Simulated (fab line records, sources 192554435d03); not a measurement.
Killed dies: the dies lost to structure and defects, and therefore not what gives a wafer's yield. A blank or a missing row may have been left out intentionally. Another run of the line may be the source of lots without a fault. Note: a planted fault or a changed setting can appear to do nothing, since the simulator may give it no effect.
Problem report in the 8D (eight disciplines) form, filled by code | flow n5 finfet | the parts of the form that need people (team, actions taken, sign-off) are left out

1. WHAT WENT WRONG
M8_ILD_THK at N5_BEOL_M8_THK_MEAS_01 reads a mean of 182.1 nm on 2 wafers of 2 lots; wafers without a fault read 154.5 nm with a standard deviation of 2.5. Relative to the usual mean, that is a shift of +11 standard deviations.
First observed at day 15 08:07: wafer L226.6, on film metro-01. At this step, 31 wafers from 11 lots have a number in the record. Rule for "out", or "out of limits": more than 4 standard deviations from the usual mean. The other wafers with a number count as sound.

2. WHAT IT IS; WHAT IT IS NOT
question                    | is                           | is not
which readings at this step | M8_ILD_THK                   | -
which lots                  | L226, L228                   | L207, L209, L210, L211, L213, L214, L218, L222, L229
which wafers of those lots  | L226.6, L228.6               | L226.3, L228.1
read on which gauges        | film metro-01, film metro-02 | -
when                        | from day 15 08:07            | up to then (25 sound wafers); but 4 sound wafers of L228, L229 came after

3. SUSPECTS, AND WHAT RULES EACH OUT
Counting: any tool at a process step up to the reading remains a suspect provided it ran every lot that is out. Sound lots after the first of them don't rule it out here, since some wafers of a struck lot are sound.
- the gauge at N5_BEOL_M8_THK_MEAS_01 has been ruled out. Those wafers that are out were read across 2 gauges (film metro-01, film metro-02).
- rtp anneal-01 at N5_BEOL_M7_ANNEAL_51 (time 90 s): kept. Every lot that is out went through it, the first being L226 (day 15 06:07); the last sound lot it ran before that was L222 (day 14 09:40).
- pecvd-02 at N5_BEOL_M8_ILD_DEP_00 (deposits SiCOH lowk from DEMS/porogen, target thk 179.75 nm, time 33.4 s): kept. Every lot that is out went through it, the first being L226 (day 15 06:48); the last sound lot it ran before that was L222 (day 14 10:28).
Left after counting: rtp anneal-01 at N5_BEOL_M7_ANNEAL_51, pecvd-02 at N5_BEOL_M8_ILD_DEP_00.

4. THE CAUSE (what the simulator had put in)
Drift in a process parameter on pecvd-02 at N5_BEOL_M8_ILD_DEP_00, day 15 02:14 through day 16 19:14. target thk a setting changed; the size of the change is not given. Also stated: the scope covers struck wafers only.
After counting, 2 suspects remain, this tool included.

5. SEQUENCE OF EFFECTS, ordered by route
Each row: a reading where the mean over the struck wafers with a number is more than 3 standard deviations away from the usual. Only readings for which the record gives a usual standard deviation are gone through. hours: the time from each lot's start at the first step in this table that gives one to its start at this step, as a median over the lots. sigmas: the change in usual standard deviations.
hours | step                   | reading    | usual    | on struck wafers | change | sigmas
0     | N5_BEOL_M8_THK_MEAS_01 | M8_ILD_THK | 154.5 nm | 182.1            | +27.6  | +11

6. HOW IT WOULD HAVE BEEN CAUGHT EARLIER
Counted from the fault's start at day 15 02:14, it took 6 hours until the first out-of-limits reading at a measuring or inspecting step in this record, taken at day 15 08:07.
Of the tool readings at N5_BEOL_M8_ILD_DEP_00 for which the record gives a usual standard deviation, none was out on any struck wafer, so an alarm limit of 4 standard deviations on them would not have fired.
L228, from the lots that are out (2), started N5_BEOL_M8_ILD_DEP_00 on pecvd-02 later than day 15 08:07. A hold on the tool at that time would have spared it.
